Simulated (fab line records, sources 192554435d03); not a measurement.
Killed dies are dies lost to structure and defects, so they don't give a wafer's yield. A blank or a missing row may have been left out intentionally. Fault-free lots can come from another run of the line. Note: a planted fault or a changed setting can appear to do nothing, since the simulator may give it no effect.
fab line records	flow n5Finfet
[record] lots = 8	wafers = 23	lastDay = 17
route steps=1938 shown FIN_SAQP@143 FIN_CUT@166 BEOL_M4@1111 PASSIVATION@1936
lots untouched by any fault: they come from a run of this same line in which no faults occurred
startH: the number of hours between the record's first day and the start of the first shown wafer of the lot	waitH: how many hours have passed since the lot's step before this one	" repeats the value in the row above	L1.1+2: several wafers, shown together as one row	- either no value or no given start	* or withheld: withheld	< > ~ a bound
route shown NAME@n: NAME is a module with steps in the file, n the number in the route of the first one	usual: average and standard deviation across the fault-free wafers	same: alike in all rows	chamber/n: place in a boat	sites: readings site by site	_std_site: standard deviation of those values	_edge_site: the outer-site mean with the inner-site mean subtracted	radiusMm: how far each site lies from the wafer's centre	mask NAME#n: copy n	behind: the tool/chamber that last shaped the wafer	hold: cause of the lot's hold/its duration in hours/its outcome	device: the n, p or np transistor that did not switch	end of line: the route-end tests of the same wafers	step lacking rows: just its recipe	killed: the dies lost at the first sort to structure and to defects; this is not the yield of the wafer	map: a wafer's dies, marking killed ones x, the rest . and places with no die _
set.NAME: setting as actually run; set.NAME@STEP: the setting as run at that earlier step	model.NAME: the simulator's own value behind a step, which no gauge read
route steps across a sampled set of lots; one table per step, one row per wafer
services: a tool's chamber out of use, with start hour (startH, from the record's first day; less than 0 if before it), hours out, and reason
[[steps]]
[step N5_FIN_SAQP_ETCH_34]
[recipe] chemistry = C4F6/O2	target = SiO2	targetDepthA = 450	timeS = 15	ionEnergyEv = 250	pressureMtorr = 30	sourceW = 345	biasW = 185	Ar_flow_sccm = 300	C4F6_flow_sccm = 10	O2_flow_sccm = 10	ends = cleared
[usual] C4F6_flow_sccm = 9.999/0.027	O2_flow_sccm = 9.998/0.028	drypumpMotorCurrentA = 5.6/0.5	etchRfOnTimeS = 14.98/0.17	oes_ar_750_au = 0.85/0.075	oesProductAu = 0.72/0.066	rfVppV = 662/6.4	showerheadPlenumPTorr = 2.87/0.11	throttleValvePct = 20.95/0.19
lot.wafer	tool	chamber	startH	waitH	C4F6_flow_sccm	O2_flow_sccm	drypumpMotorCurrentA	etchRfOnTimeS	oes_ar_750_au	oesProductAu	rfHoursCounterH	rfVppV	showerheadPlenumPTorr	throttleValvePct
L439.2	rieDiel-06	3	46.28	0.0	10.002	9.974	5.1	14.90	0.94	0.80	13	681	3.01	20.90
L439.4	"	0	"	"	10.026	10.006	5.3	15.39	0.69	0.58	-	662	2.69	21.28
L439.5	"	3	"	"	10.035	10.029	5.1	14.89	0.94	0.80	-	682	3.01	20.90
L444.1	rieDiel-02	0	75.49	0.0	10.002	10.015	5.8	14.92	0.98	0.82	1	660	2.93	20.76
L444.4	"	2	"	"	9.970	10.012	5.7	15.03	0.87	0.74	39	655	3.01	20.83
L444.6	"	0	"	"	9.969	9.966	5.9	14.86	0.97	0.83	-	659	2.93	20.76
L445.1	rieDiel-02	3	82.48	0.0	9.957	10.019	4.7	15.03	0.88	0.76	33	666	2.77	21.04
L445.2	"	0	"	"	10.019	10.022	5.8	14.73	0.95	0.81	3	658	2.93	20.77
L445.5	"	0	"	"	10.003	9.997	5.8	14.94	0.95	0.82	-	659	2.93	20.75
L446.1	rieDiel-02	1	89.63	0.0	9.988	10.008	5.6	14.87	0.89	0.76	25	662	2.88	20.66
L446.2	"	0	"	"	9.977	9.974	5.8	14.90	0.94	0.79	8	659	2.92	20.75
L446.4	"	2	"	"	10.023	10.031	5.8	15.14	0.86	0.73	45	654	3.00	20.84
L447.2	rieDiel-06	1	95.71	0.0	9.995	10.042	6.7	15.19	0.82	0.70	89	666	2.74	21.00
L447.5	"	3	"	"	9.991	9.995	5.1	14.83	0.89	0.76	-	682	3.00	20.92
L447.6	"	2	"	"	10.026	9.989	5.4	14.76	0.93	0.80	-	672	3.03	21.14
L453.1	rieDiel-01	2	131.70	0.0	10.017	10.004	6.4	14.82	0.71	0.60	241	660	2.79	21.13
L453.4	"	0	"	"	9.956	9.970	6.1	14.85	0.74	0.62	207	655	2.72	21.31
L453.5	"	3	"	"	10.007	9.999	5.7	15.34	0.89	0.75	-	667	2.78	21.00
L456.1	rieDiel-02	1	145.76	0.0	9.987	9.985	5.6	14.79	0.86	0.73	51	662	2.87	20.70
L456.2	"	2	"	"	9.996	9.966	5.8	14.96	0.83	0.70	69	654	2.99	20.87
L456.6	"	2	"	"	9.996	9.973	5.8	14.95	0.83	0.70	-	653	2.99	20.89
L457.1	rieDiel-01	0	151.89	0.0	10.005	9.988	6.1	14.79	0.73	0.62	216	657	2.71	21.31
L457.5	"	3	"	"	10.032	10.009	5.7	15.23	0.88	0.75	-	669	2.77	20.98
[step N5_FIN_CUT_DESCUM_13]
[recipe] chemistry = O2	timeS = 7	sourcePowerW = 50	biasPowerW = 20	pressureMtorr = 20	rfFrequencyHz = 2.712e+07	tempC = 40	resist = CAR-EUV	o2FlowSccm = 225
[usual] drypumpMotorCurrentA = 5.6/0.5	o2FlowSccm = 224.9/0.61	oesProductAu = 0.76/0.091	rfVppV = 243.0/1.5	showerheadPlenumPTorr = 2.08/0.074	throttleValvePct = 20.32/0.3
lot.wafer	tool	chamber	startH	waitH	drypumpMotorCurrentA	o2FlowSccm	oesProductAu	rfHoursCounterH	rfVppV	showerheadPlenumPTorr	throttleValvePct
L439.2	rieDiel-03	1	47.30	0.0	4.9	224.8	1.00	0	244.5	2.23	20.54
L439.4	"	0	"	"	5.6	224.5	0.72	200	241.3	2.08	20.62
L439.5	"	1	"	"	4.9	224.9	1.00	-	244.7	2.23	20.54
L444.1	rieDiel-04	0	76.38	0.0	5.1	224.7	0.73	177	242.4	1.99	20.24
L444.4	"	1	"	"	5.0	225.4	0.75	137	242.1	2.01	20.41
L444.6	"	2	"	"	6.3	225.6	0.71	-	241.5	2.09	20.67
L445.1	rieDiel-05	1	83.52	0.1	5.8	224.7	0.72	207	242.4	1.99	20.38
L445.2	"	2	"	"	5.7	224.8	0.69	210	242.8	2.16	20.04
L445.5	"	0	"	"	5.5	225.2	0.96	-	243.1	2.13	19.78
L446.1	rieDiel-03	1	90.65	0.0	4.9	224.9	0.94	14	246.3	2.22	20.57
L446.2	"	0	"	"	5.6	224.6	0.71	213	242.8	2.08	20.66
L446.4	"	3	"	"	5.4	224.5	0.71	228	241.6	2.07	20.77
L447.2	rieDiel-04	3	96.73	0.0	6.1	225.2	0.80	101	242.8	2.03	20.43
L447.5	"	0	"	"	5.1	225.3	0.73	-	241.2	1.99	20.26
L447.6	"	3	"	"	6.1	225.7	0.81	-	241.9	2.03	20.42
L453.1	rieDiel-04	3	132.66	0.1	6.1	224.4	0.79	112	241.9	2.03	20.45
L453.4	"	2	"	"	6.3	223.6	0.71	203	243.2	2.08	20.69
L453.5	"	1	"	"	5.0	226.1	0.73	-	241.5	2.01	20.42
L456.1	rieDiel-05	0	146.65	0.0	5.5	224.8	0.92	32	246.1	2.13	19.83
L456.2	"	3	"	"	5.0	224.7	0.68	240	241.8	2.04	20.02
L456.6	"	0	"	"	5.5	224.7	0.91	-	244.1	2.13	19.81
L457.1	rieDiel-05	1	153.42	0.5	5.8	225.1	0.71	229	242.0	1.98	20.39
L457.5	"	1	"	"	5.8	225.4	0.70	-	242.8	1.98	20.42
[step N5_FIN_CUT_CUT_ETCH_26]
[recipe] chemistry = CH3F/O2	target = SiNx	targetDepthA = 390	maskMaterial = SOC	timeS = 55.7	pressureMtorr = 30	sourceW = 395	biasW = 73	Ar_flow_sccm = 150	CH3F_flow_sccm = 30	O2_flow_sccm = 20	ionEnergyEv = 120
[usual] CH3F_flow_sccm = 30.01/0.094	O2_flow_sccm = 20.00/0.06	drypumpMotorCurrentA = 5.6/0.5	oes_ar_750_au = 0.76/0.083	oesProductAu = 0.76/0.088	rfVppV = 294/5	showerheadPlenumPTorr = 1.99/0.068	throttleValvePct = 16.26/0.24
lot.wafer	tool	chamber	startH	waitH	CH3F_flow_sccm	O2_flow_sccm	drypumpMotorCurrentA	oes_ar_750_au	oesProductAu	rfHoursCounterH	rfVppV	showerheadPlenumPTorr	throttleValvePct
L439.2	rieDiel-03	1	47.74	0.0	29.96	20.04	4.9	0.98	0.97	0	300	2.12	16.38
L439.4	"	0	"	"	29.85	19.95	5.7	0.73	0.71	201	290	1.98	16.48
L439.5	"	1	"	"	30.14	20.06	4.9	0.98	0.97	-	301	2.12	16.37
L444.1	rieDiel-04	0	76.82	0.0	30.01	20.09	5.1	0.73	0.74	177	301	1.90	16.20
L444.4	"	1	"	"	30.01	19.97	5.0	0.75	0.74	137	286	1.92	16.33
L444.6	"	2	"	"	30.07	20.08	6.3	0.74	0.73	-	285	1.98	16.52
L445.1	rieDiel-05	1	83.96	0.0	-	-	-	-	-	-	-	-	-
L445.2	"	2	"	"	-	-	-	-	-	-	-	-	-
L445.5	"	0	"	"	-	-	-	-	-	-	-	-	-
L446.1	rieDiel-03	1	91.08	0.0	-	-	-	-	-	-	-	-	-
L446.2	"	0	"	"	-	-	-	-	-	-	-	-	-
L446.4	"	3	"	"	-	-	-	-	-	-	-	-	-
L447.2	rieDiel-04	3	97.16	0.0	-	-	-	-	-	-	-	-	-
L447.5	"	0	"	"	-	-	-	-	-	-	-	-	-
L447.6	"	3	"	"	-	-	-	-	-	-	-	-	-
L453.1	rieDiel-04	3	133.10	0.0	29.92	19.99	6.0	0.78	0.79	112	288	1.92	16.31
L453.4	"	2	"	"	30.02	19.99	6.3	0.72	0.73	204	287	1.97	16.56
L453.5	"	1	"	"	29.99	19.95	5.0	0.74	0.73	-	286	1.92	16.34
L456.1	rieDiel-05	0	147.09	0.0	30.09	19.95	5.5	0.91	0.91	32	296	2.04	15.80
L456.2	"	3	"	"	30.02	20.00	5.0	0.70	0.68	240	289	1.96	16.14
L456.6	"	0	"	"	29.95	19.99	5.5	0.90	0.91	-	298	2.04	15.81
L457.1	rieDiel-05	1	153.85	0.0	29.93	19.98	5.8	0.70	0.68	230	295	1.90	16.36
L457.5	"	1	"	"	29.88	19.97	5.8	0.70	0.69	-	293	1.90	16.36
[step N5_FIN_CUT_CUT_ETCH_27]
[recipe] chemistry = CHF3/O2	target = SiO2	targetDepthA = 40	maskMaterial = SOC	overetchA = 20	timeS = 4.9	pressureMtorr = 30	sourceW = 650	biasW = 170	Ar_flow_sccm = 200	CHF3_flow_sccm = 50	O2_flow_sccm = 5	ionEnergyEv = 200
[usual] CHF3_flow_sccm = 50.01/0.15	O2_flow_sccm = 5.000/0.015	drypumpMotorCurrentA = 5.6/0.5	oes_ar_750_au = 0.76/0.083	oesProductAu = 0.60/0.067	rfVppV = 517/8.8	showerheadPlenumPTorr = 2.39/0.079	throttleValvePct = 18.71/0.24
lot.wafer	tool	chamber	startH	waitH	CHF3_flow_sccm	O2_flow_sccm	drypumpMotorCurrentA	oes_ar_750_au	oesProductAu	rfHoursCounterH	rfVppV	showerheadPlenumPTorr	throttleValvePct
L439.2	rieDiel-03	1	47.78	0.0	50.07	4.990	4.9	0.97	0.78	0	530	2.55	18.90
L439.4	"	0	"	"	50.08	4.999	5.7	0.73	0.56	201	511	2.38	18.91
L439.5	"	1	"	"	49.80	5.001	4.9	0.98	0.77	-	529	2.55	18.90
L444.1	rieDiel-04	0	76.87	0.0	49.95	4.989	5.1	0.73	0.58	177	533	2.29	18.63
L444.4	"	1	"	"	50.05	5.011	5.0	0.75	0.60	137	506	2.32	18.80
L444.6	"	2	"	"	49.98	5.019	6.3	0.74	0.57	-	506	2.38	19.00
L445.1	rieDiel-05	1	84.00	0.0	49.84	5.022	5.8	0.71	0.57	207	519	2.30	18.78
L445.2	"	2	"	"	49.95	4.998	5.7	0.69	0.55	210	524	2.48	18.50
L445.5	"	0	"	"	50.10	4.988	5.5	0.96	0.75	-	523	2.46	18.25
L446.1	rieDiel-03	1	91.13	0.0	50.24	5.019	4.9	0.91	0.73	14	529	2.55	18.93
L446.2	"	0	"	"	49.85	5.016	5.6	0.73	0.56	214	510	2.38	18.96
L446.4	"	3	"	"	49.64	5.016	5.4	0.71	0.56	229	514	2.38	19.11
L447.2	rieDiel-04	3	97.21	0.0	49.80	4.998	6.1	0.79	0.62	101	508	2.32	18.73
L447.5	"	0	"	"	50.20	4.991	5.1	0.73	0.57	-	532	2.29	18.61
L447.6	"	3	"	"	49.99	4.996	6.1	0.79	0.62	-	509	2.32	18.73
L453.1	rieDiel-04	3	133.14	0.0	50.34	4.989	6.0	0.79	0.62	112	508	2.32	18.78
L453.4	"	2	"	"	49.86	5.006	6.3	0.72	0.56	204	506	2.38	19.03
L453.5	"	1	"	"	50.00	5.006	5.0	0.74	0.58	-	506	2.32	18.80
L456.1	rieDiel-05	0	147.13	0.0	49.77	5.006	5.5	0.91	0.72	32	523	2.45	18.29
L456.2	"	3	"	"	50.09	4.976	5.0	0.71	0.55	240	507	2.37	18.56
L456.6	"	0	"	"	49.66	4.986	5.5	0.90	0.72	-	522	2.45	18.29
L457.1	rieDiel-05	1	153.90	0.0	50.22	4.994	5.8	0.69	0.56	230	519	2.29	18.81
L457.5	"	1	"	"	49.81	5.004	5.8	0.69	0.56	-	520	2.29	18.79
[step N5_BEOL_M4_RC_MEAS_101]
[usual] DIBL_N = 36.1/1.5	DIBL_P = 36.1/1.9	IOFF_N = 0.159/0.029	IOFF_P = 0.21/0.038	ION_N = 675/11	ION_P = 464/8.1	SS_N = 71.5/0.57	SS_P = 73.3/0.64	VT_N = 249/3.1	VT_P = -250/3.8
lot.wafer	tool	chamber	startH	waitH	DIBL_N[mV/V]	DIBL_P[mV/V]	IOFF_N[nA/um]	IOFF_P[nA/um]	ION_N[uA/um]	ION_P[uA/um]	SS_N[mV/dec]	SS_P[mV/dec]	VT_N[mV]	VT_P[mV]
L439.2	prober-01	0	177.54	0.2	37.8	37.3	0.161	0.24	666	464	71.8	73.8	249	-246
L439.4	"	0	"	"	35.9	34.2	0.137	0.19	672	462	72.3	72.5	250	-249
L439.5	"	0	"	"	36.7	36.4	0.148	0.22	654	454	71.5	73.3	253	-247
L444.1	prober-02	0	219.08	0.0	37.8	38.2	0.171	0.24	679	470	72.0	74.1	250	-249
L444.4	"	0	"	"	37.4	37.0	0.156	0.21	670	456	71.8	73.5	254	-249
L444.6	"	0	"	"	36.2	36.6	0.140	0.21	657	465	71.6	73.0	249	-250
L453.1	prober-01	0	269.52	0.0	35.6	37.1	0.150	0.19	663	457	71.3	73.5	253	-254
L453.4	"	0	"	"	36.9	37.5	0.166	0.19	676	460	72.4	73.6	248	-254
L453.5	"	0	"	"	36.6	37.7	0.169	0.20	675	457	72.3	73.7	251	-254
L456.1	prober-01	0	281.30	0.0	37.1	36.9	0.177	0.26	686	476	72.1	73.8	245	-245
L456.2	"	0	"	"	36.9	37.2	0.184	0.28	691	481	71.4	73.1	248	-241
L456.6	"	0	"	"	38.5	39.3	0.213	0.31	702	479	72.2	73.5	244	-241
L457.1	prober-02	0	300.63	0.0	35.6	36.6	0.159	0.20	674	456	71.3	72.6	247	-252
L457.5	"	0	"	"	34.5	34.6	0.131	0.17	664	456	71.1	73.1	252	-255
[step N5_PASSIVATION_PROBE_49]
[usual] defectLimitedYield = 91.5/1.6	killed_at_M0_to_M3 = 33/10	killed_at_M4_up = 13/5.6	killedAtContacts = 13/6	killedAtFrontEnd = 39/12	killedAtOther = 3.0/2.8	killedDies = 101/19	killedOnRim = 13/4	killedOpen = 65/13	killedShort = 32/8.3	sort_bin_5_function = 5.0/1	sort_bin_6_memory = 3.1/0.69	sortNPass = 1079/19	sortYieldPct = 91.5/1.6
[same] grossDies = 1180	killedAtBackSide = 0	sort_bin_4_leakage[%] = 0	sort_bin_8_speed[%] = 0
lot.wafer	tool	chamber	startH	waitH	defectLimitedYield[%]	killed_at_M0_to_M3	killed_at_M4_up	killedAtContacts	killedAtFrontEnd	killedAtOther	killedDies	killedOnRim	killedOpen	killedShort	sort_bin_5_function[%]	sort_bin_6_memory[%]	sortNPass	sortYieldPct[%]
L444.1	prober-02	-	315.71	0.0	91.9	25	10	21	39	0	95	11	68	22	4.8	2.7	1085	91.9
L444.4	prober-02	-	315.86	0.2	91.7	32	14	16	36	0	98	17	68	26	5.1	3.1	1082	91.7
L444.6	prober-02	-	315.96	0.3	89.7	40	17	14	47	4	122	9	89	31	6.6	3.6	1058	89.7
L445.1	prober-02	-	323.61	0.0	0	49	18	11	1099	3	1180	152	71	34	96.9	3.0	0	0
L445.2	prober-02	-	323.66	0.1	0	64	23	15	1074	4	1180	152	89	62	94.2	5.0	0	0
L445.5	prober-02	-	323.81	0.2	0	43	12	34	1091	0	1180	152	83	49	95.9	4.0	0	0
L446.1	prober-01	-	327.19	0.0	0	35	21	14	1107	3	1180	152	88	34	96.0	3.6	0	0
L446.2	prober-01	-	327.24	0.1	0	22	13	14	1129	2	1180	152	63	35	96.2	3.3	0	0
L446.4	prober-01	-	327.34	0.2	0	37	17	11	1114	1	1180	152	79	34	96.5	3.2	0	0
L447.2	prober-02	-	338.43	0.1	0	32	14	4	1129	1	1180	152	52	38	95.9	3.8	0	0
L447.5	prober-02	-	338.58	0.2	0	46	14	6	1111	3	1180	152	64	38	96.4	3.1	0	0
L447.6	prober-02	-	338.63	0.3	0	22	23	5	1127	3	1180	152	72	27	96.1	3.6	0	0
// killed by level:class
L444.1 MOL_CONTACT_COAG:geometricParticle:open=20 STI_FIN_REVEAL:geometricParticle:open=16 BEOL_M0_SAQP:geometricParticle:open=9 BEOL_M0_SAQP:geometricParticle:short=7 FIN_SAQP:geometricParticle:short=5 FIN_SAQP:geometricParticle:open=4 DUMMY_GATE:geometricParticle:open=3 ILD0:geometricParticle:open=3
L444.4 MOL_CONTACT_COAG:geometricParticle:open=10 STI_FIN_REVEAL:geometricParticle:open=9 DUMMY_GATE:geometricParticle:open=8 BEOL_M1:geometricParticle:open=8 BEOL_M3:geometricParticle:open=6 ILD0:geometricParticle:open=5 BEOL_M4:geometricParticle:open=5 STI_FIN_REVEAL:geometricParticle:short=4
L444.6 FIN_SAQP:geometricParticle:open=16 MOL_CONTACT_COAG:geometricParticle:open=13 STI_FIN_REVEAL:geometricParticle:open=9 BEOL_M3:geometricParticle:open=9 BEOL_M0_SAQP:geometricParticle:open=7 BEOL_M0_SAQP:geometricParticle:short=7 BEOL_M0:geometricParticle:open=7 BEOL_M4:geometricParticle:open=5
L445.1 FIN_CUT:areaEtch=1075 BEOL_M3:geometricParticle:open=11 MOL_CONTACT_COAG:geometricParticle:open=10 FIN_SAQP:geometricParticle:open=9 BEOL_M0_SAQP:geometricParticle:short=9 BEOL_M4:geometricParticle:open=8 BEOL_M0:geometricParticle:open=7 BEOL_M2:geometricParticle:open=6
L445.2 FIN_CUT:areaEtch=1027 BEOL_M0_SAQP:geometricParticle:short=20 FIN_SAQP:geometricParticle:short=19 BEOL_M0_SAQP:geometricParticle:open=19 MOL_CONTACT_COAG:geometricParticle:open=15 BEOL_M4:geometricParticle:open=14 FIN_SAQP:geometricParticle:open=13 BEOL_M3:geometricParticle:open=7
L445.5 FIN_CUT:areaEtch=1047 MOL_CONTACT_COAG:geometricParticle:open=25 BEOL_M0_SAQP:geometricParticle:short=14 BEOL_M0_SAQP:geometricParticle:open=13 FIN_SAQP:geometricParticle:open=11 FIN_SAQP:geometricParticle:short=11 MOL_CONTACT_COAG:geometricParticle:short=9 STARTING-WAFER:geometricParticle:open=6
L446.1 FIN_CUT:areaEtch=1053 STI_FIN_REVEAL:geometricParticle:open=17 MOL_CONTACT_COAG:geometricParticle:open=11 FIN_SAQP:geometricParticle:open=10 FIN_SAQP:geometricParticle:short=9 BEOL_M0_SAQP:geometricParticle:short=8 BEOL_M3:geometricParticle:open=8 BEOL_M0_SAQP:geometricParticle:open=6
L446.2 FIN_CUT:areaEtch=1080 STI_FIN_REVEAL:geometricParticle:open=16 MOL_CONTACT_COAG:geometricParticle:open=11 FIN_SAQP:geometricParticle:short=6 STI_FIN_REVEAL:geometricParticle:short=5 BEOL_M0_SAQP:geometricParticle:short=5 BEOL_M3:geometricParticle:open=5 BEOL_M7:geometricParticle:open=5
L446.4 FIN_CUT:areaEtch=1066 STI_FIN_REVEAL:geometricParticle:open=10 MOL_CONTACT_COAG:geometricParticle:open=10 BEOL_M0_SAQP:geometricParticle:open=10 FIN_SAQP:geometricParticle:open=9 BEOL_M4:geometricParticle:open=9 FIN_SAQP:geometricParticle:short=8 BEOL_M0_SAQP:geometricParticle:short=7
L447.2 FIN_CUT:areaEtch=1089 FIN_SAQP:geometricParticle:short=9 FIN_SAQP:geometricParticle:open=7 BEOL_M0_SAQP:geometricParticle:open=7 BEOL_M0_SAQP:geometricParticle:short=7 BEOL_M1:geometricParticle:open=7 STI_FIN_REVEAL:geometricParticle:open=6 BEOL_M2:geometricParticle:open=6
L447.5 FIN_CUT:areaEtch=1078 BEOL_M0_SAQP:geometricParticle:open=9 BEOL_M3:geometricParticle:open=8 BEOL_M4:geometricParticle:open=8 BEOL_M2:geometricParticle:open=7 BEOL_M1:geometricParticle:short=5 STI_FIN_REVEAL:geometricParticle:open=5 DUMMY_GATE:geometricParticle:open=5
L447.6 FIN_CUT:areaEtch=1079 STI_FIN_REVEAL:geometricParticle:open=13 BEOL_M2:geometricParticle:open=10 BEOL_M4:geometricParticle:open=9 FIN_SAQP:geometricParticle:open=6 DUMMY_GATE:geometricParticle:open=6 MOL_CONTACT_COAG:geometricParticle:open=5 BEOL_M2:geometricParticle:short=5
[[services]]
tool	chamber	startH	hours	kind
rieDiel-04	3	27.16	7.9	repair
rieDiel-03	1	27.51	-	clean
rieDiel-03	1	27.51	-	consumableReplace:focusRing
rieDiel-03	1	27.51	-	consumableReplace:showerhead
rieDiel-03	1	27.51	19.0	scheduledDown
rieDiel-03	1	27.51	19.0	ventCycle
rieDiel-05	0	29.58	-	clean
rieDiel-05	0	29.58	-	consumableReplace:focusRing
rieDiel-05	0	29.58	16.3	scheduledDown
rieDiel-05	0	29.58	16.3	ventCycle
rieDiel-01	0	40.40	11.1	repair
rieDiel-04	1	53.11	2.4	repair
rieDiel-02	0	54.64	-	clean
rieDiel-02	0	54.64	-	consumableReplace:focusRing
rieDiel-02	0	54.64	18.1	scheduledDown
rieDiel-02	0	54.64	18.1	ventCycle
rieDiel-01	3	59.68	14.2	repair
rieDiel-01	-	68.27	2.8	pm
rieDiel-02	1	68.50	2.2	repair
rieDiel-06	0	68.51	6.8	repair
rieDiel-06	2	83.58	4.7	repair
rieDiel-02	2	92.12	3.4	repair
rieDiel-06	-	104.51	28.1	pm
rieDiel-02	0	145.20	4.2	repair
[[key]]
[firstSign] step = N5_FIN_CUT_CUT_ETCH_26	reading = toolRecord	direction = missing
[effect] step = N5_PASSIVATION_PROBE_49	reading = killedAtFrontEnd	direction = up	sigmas = 92	usual = 39	struck = 1109
[moreKillsBornAt] N5_FIN_CUT_CUT_ETCH_26@rieDiel-04 = 3246	N5_FIN_CUT_CUT_ETCH_26@rieDiel-03 = 3199	N5_FIN_CUT_CUT_ETCH_26@rieDiel-05 = 3149
metAt N5_FIN_CUT_CUT_ETCH_26
struckLots L445,L446,L447
laterRowsLeftOut L445.1,L445.2,L445.5,L446.1,L446.2,L446.4,L447.2,L447.5,L447.6
notActingAt N5_FIN_SAQP_ETCH_34,N5_FIN_CUT_DESCUM_13,N5_FIN_CUT_CUT_ETCH_27
onsetBetween 76.82 83.96
[fault] kind = skippedStepWhole	tool = rieDiel-03,rieDiel-04,rieDiel-05	chamber = -	onsetH = 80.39	steps = N5_FIN_CUT_CUT_ETCH_26	scope = struckLotsOnly
// laterRowsLeftOut: the simulator's readings of these wafers behind a module that went badly wrong aren't trusted and aren't shown, but for the sort
